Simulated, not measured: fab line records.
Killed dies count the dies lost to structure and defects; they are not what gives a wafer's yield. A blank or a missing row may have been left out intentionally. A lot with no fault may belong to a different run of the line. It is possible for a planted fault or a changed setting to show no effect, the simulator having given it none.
Matching of chambers :: flow nand harc :: NHARC_A_STAIRCASE_DEP_156 on pecvd-04 has 3 sister chambers
The step deposits SiNx, target thk 50 nm. 18 wafers are shown with their chamber, then 9 later ones without.

## EACH WAFER AND ITS CHAMBER
wafer: L078.1
chamber: 0
heater power w (W): 847

wafer: L078.3
chamber: 1
heater power w (W): 620

wafer: L078.5
chamber: 2
heater power w (W): 772

wafer: L077.2
chamber: 2
heater power w (W): 732

wafer: L077.3
chamber: 1
heater power w (W): 576

wafer: L077.5
chamber: 2
heater power w (W): 761

wafer: L077.1
chamber: 0
heater power w (W): 769

wafer: L077.4
chamber: 0
heater power w (W): 763

wafer: L077.6
chamber: 1
heater power w (W): 577

wafer: L079.4
chamber: 1
heater power w (W): 510

wafer: L079.5
chamber: 0
heater power w (W): 797

wafer: L079.6
chamber: 2
heater power w (W): 731

wafer: L080.2
chamber: 2
heater power w (W): 753

wafer: L080.4
chamber: 0
heater power w (W): 771

wafer: L080.5
chamber: 1
heater power w (W): 618

wafer: L082.1
chamber: 0
heater power w (W): 713

wafer: L082.3
chamber: 1
heater power w (W): 501

wafer: L082.4
chamber: 2
heater power w (W): 753

SIGNATURES, as means of the wafers listed above
reading: heater power w
chamber 0: 776.67
chamber 1: 567.00
chamber 2: 750.33
scatter within a chamber: 40.2
Rule: a wafer's distance from a chamber is the root of the sum, over the readings, of the square of ((its reading less the chamber's mean) divided by the reading's scatter). If the next closest chamber is less than 2 further off than the closest, the wafer can't be placed; otherwise it belongs to the closest. The scatter: take each reading less its chamber's mean, square it, sum over the shown wafers, divide by the number of wafers less the number of chambers, and take the root.

## WAFERS MISSING THEIR CHAMBER
wafer: L087.2
heater power w (W): 497

wafer: L087.4
heater power w (W): 780

wafer: L087.6
heater power w (W): 770

wafer: L088.2
heater power w (W): 484

wafer: L088.3
heater power w (W): 780

wafer: L088.4
heater power w (W): 764

wafer: L089.3
heater power w (W): 783

wafer: L089.4
heater power w (W): 783

wafer: L089.6
heater power w (W): 570

## THE CHAMBER EACH PASSED THROUGH
wafer: L087.2
from the rows above: 1
in truth: 1

wafer: L087.4
from the rows above: can't be placed: 0 or 2
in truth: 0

wafer: L087.6
from the rows above: can't be placed: 0 or 2
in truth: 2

wafer: L088.2
from the rows above: 1
in truth: 1

wafer: L088.3
from the rows above: can't be placed: 0 or 2
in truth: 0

wafer: L088.4
from the rows above: can't be placed: 0 or 2
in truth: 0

wafer: L089.3
from the rows above: can't be placed: 0 or 2
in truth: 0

wafer: L089.4
from the rows above: can't be placed: 0 or 2
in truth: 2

wafer: L089.6
from the rows above: 1
in truth: 1
Placed correctly: 3 of 9. From these rows, 6 cannot be placed; in 6 the true chamber is one of the candidates. 0 placed wrongly.
